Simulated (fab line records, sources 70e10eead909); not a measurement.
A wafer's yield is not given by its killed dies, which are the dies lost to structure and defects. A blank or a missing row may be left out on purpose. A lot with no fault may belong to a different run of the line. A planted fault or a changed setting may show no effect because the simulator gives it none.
Which tool did it? | flow nand_harc | Sampling: 12 lots, 36 wafers, 3 of 1159 route steps

== WHAT EACH GAUGE READ, for each wafer ==
NHARC_P_STI_OCD_MEAS_43.
lot  | measured    | on     | trench_depth_nm (nm)
L075 | day 2 22:34 | ocd-01 | 302 307 301
L077 | day 3 10:41 | ocd-01 | 295 293 295
L079 | day 3 18:22 | ocd-02 | 300 297 299
L081 | day 4 06:23 | ocd-02 | 298 296 296
L083 | day 4 18:43 | ocd-02 | 295 297 297
L085 | day 5 06:21 | ocd-02 | 303 308 305
L087 | day 5 18:16 | ocd-02 | 295 300 300
L089 | day 6 07:27 | ocd-01 | 306 309 303
L091 | day 6 18:42 | ocd-01 | 304 298 304
L093 | day 7 08:05 | ocd-02 | 296 296 293
L095 | day 7 18:23 | ocd-02 | 291 302 296
L097 | day 8 06:20 | ocd-02 | 305 306 299

== EACH LOT AND THE TOOL THAT RAN IT (in order: tool; ch and the chambers of the sampled wafers; start) ==
lot  | NHARC_P_ZERO_WELL_ETCH_63       | NHARC_P_STI_ETCH_15
L075 | rie_si-03 ch 2,3, day 1 19:39   | rie_si-05 ch 1,2, day 2 21:47
L077 | rie_si-06 ch 0,1, day 2 07:42   | rie_si-04 ch 1,2, day 3 09:54
L079 | rie_si-01 ch 2,3, day 2 19:47   | rie_si-04 ch 2,3, day 3 17:37
L081 | rie_si-03 ch 1,2,3, day 3 07:40 | rie_si-04 ch 0,2,3, day 4 05:37
L083 | rie_si-06 ch 0,1,3, day 3 19:42 | rie_si-04 ch 0,3, day 4 17:57
L085 | rie_si-06 ch 0,3, day 4 07:34   | rie_si-02 ch 0,1,2, day 5 05:37
L087 | rie_si-03 ch 1,3, day 4 19:32   | rie_si-05 ch 2,3, day 5 17:32
L089 | rie_si-03 ch 1,2, day 5 07:40   | rie_si-02 ch 0,2, day 6 06:43
L091 | rie_si-06 ch 0,1,2, day 5 20:11 | rie_si-05 ch 0,3, day 6 17:56
L093 | rie_si-03 ch 2,3, day 6 07:40   | rie_si-04 ch 1,3, day 7 07:20
L095 | rie_si-01 ch 0,3, day 6 19:42   | rie_si-05 ch 0,2,3, day 7 17:40
L097 | rie_si-03 ch 0,1,3, day 7 07:41 | rie_si-05 ch 0,3, day 8 05:33
- NHARC_P_ZERO_WELL_ETCH_63: etches the open film in HBr/Cl2, target depth 120 nm, time 40.1 s.
- NHARC_P_STI_ETCH_15: etches the open film in HBr/Cl2, target depth 300 nm, time 100.1 s.

== THE ANSWER, worked out from the rows above alone ==
Rule: the usual values come from the lots themselves. Put in order of their means at a reading, lots are off if they are a third of the lots or fewer, leave a main group of 4 or more, and stand apart from it by a gap of 3 or more times the standard deviation of the main group's means; of several such gaps the widest counts. The tables above print the reading to a certain number of digits; a main group whose means all agree to those digits is not used. A lot without any number at a reading at which 4 lots or more have one is off too. The other lots that the step has rows for count as sound.
Across all readings shown, no lot is off: no conclusion can be drawn from this.

== WHAT THE SIMULATOR HAD PUT IN ==
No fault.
